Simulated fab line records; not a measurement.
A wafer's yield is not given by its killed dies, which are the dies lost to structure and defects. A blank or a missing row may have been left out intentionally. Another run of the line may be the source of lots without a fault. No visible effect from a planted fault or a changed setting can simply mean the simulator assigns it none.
Split-lot trial + flow n5 finfet + on a route of 1938 steps: 7 lots, 21 wafers read

== ABOUT THE SPLIT ==
At N5_BEOL_M7_ETCH_62 (etches SOC in N2/H2, target depth 110 nm, overetch 22 nm, time 165 s), the setting source w was moved away from the recipe's 840 W on 8 of the 21 wafers read, by +6.1% to +17.5%. This setting was run at the recipe's value on the other wafers.

The split's own step is where the reading is taken.

== THE READING ==
rf vpp V, in V, at N5_BEOL_M7_ETCH_62 (etches SOC in N2/H2, target depth 110 nm, overetch 22 nm, time 165 s). Typical for fault-free wafers on this fab line: 523.6 V, with standard deviation 2.3 V.

| wafer  | tool, chamber at the split | source w as run, W | against the recipe | rf vpp V, V | against lot-mates on the recipe |
|--------|----------------------------|--------------------|--------------------|-------------|---------------------------------|
| L075.1 | rie diel-06, 1             | 894.9              | +6.5%              | 512.6       | no lot-mate on the recipe       |
| L075.2 | rie diel-06, 2             | 894.9              | +6.5%              | 511.4       | no lot-mate on the recipe       |
| L075.3 | rie diel-06, 3             | 894.9              | +6.5%              | 509.4       | no lot-mate on the recipe       |
| L076.2 | rie diel-03, 3             | 987                | +17.5%             | 497.1       | -27.4                           |
| L076.3 | rie diel-03, 2             | 840                | recipe             | 522.7       | -                               |
| L076.6 | rie diel-03, 3             | 840                | recipe             | 526.2       | -                               |
| L077.1 | rie diel-06, 3             | 840                | recipe             | 520.2       | -                               |
| L077.5 | rie diel-06, 0             | 840                | recipe             | 522.6       | -                               |
| L077.6 | rie diel-06, 3             | 840                | recipe             | 519.8       | -                               |
| L081.4 | rie diel-06, 0             | 840                | recipe             | 524.5       | -                               |
| L081.5 | rie diel-06, 0             | 891.1              | +6.1%              | 512.2       | -12.3                           |
| L081.6 | rie diel-06, 1             | 891.1              | +6.1%              | 512.3       | -12.2                           |
| L080.1 | rie diel-06, 0             | 840                | recipe             | 524.2       | -                               |
| L080.3 | rie diel-06, 3             | 840                | recipe             | 519.6       | -                               |
| L080.6 | rie diel-06, 2             | 840                | recipe             | 521.6       | -                               |
| L084.1 | rie diel-06, 0             | 840                | recipe             | 524.2       | -                               |
| L084.5 | rie diel-06, 3             | 840                | recipe             | 519.4       | -                               |
| L084.6 | rie diel-06, 2             | 840                | recipe             | 523.1       | -                               |
| L092.2 | rie diel-03, 2             | 977.3              | +16.3%             | 495.6       | -29.1                           |
| L092.3 | rie diel-03, 3             | 840                | recipe             | 524.7       | -                               |
| L092.4 | rie diel-03, 1             | 977.3              | +16.3%             | 499.7       | -25.0                           |

THE FIT
A straight line over all 21 wafers: rf vpp V changes by -1.52 V for each +1% of source w; r = -0.98; the points scatter about the line by 2.1 V.
The same after taking each lot's own level away (the mean of its wafers on the recipe; 18 wafers): -1.64 V for each +1%; r = -0.99; scatter 1.8 V.
On that fit, the largest move of source w shifts the reading by 29 V.
The lots' own levels span 520.87 to 524.70 V, that is 1.7 times the standard deviation above.
So the lot-to-lot level changes the slope little: the two slopes agree.
Check: for one of the wafers moved furthest among these (+17.5%), held out of the fit, the line's prediction against its lot-mates is -29.7 V. It came out at -27.4 V against them.
Tool readings at the split's step, against how far the setting was moved: rf vpp V r = -0.98.

== ADDITIONAL SPLITS CARRIED BY THESE WAFERS ==
Note: prior to the reading, these wafers also went through further splits. Each is held against what the fit with the lots' levels taken away leaves over:
| other split on the same wafers | wafers away from the commonest value | r with rf vpp V (lot level and that fit taken away) |
|--------------------------------|--------------------------------------|-----------------------------------------------------|
| N5_BEOL_M4_COAT_22 spin rpm    | 8                                    | +0.21                                               |
| N5_BEOL_M5_COAT_66 spin rpm    | 6                                    | -0.12                                               |
| N5_BEOL_M5_COAT_22 spin rpm    | 9                                    | +0.37                                               |
| N5_BEOL_M7_COAT_60 spin rpm    | 9                                    | +0.05                                               |

== FILE'S OWN FIT ==
rf vpp V changes by -1.63 V for each +1% of source w, r = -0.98.
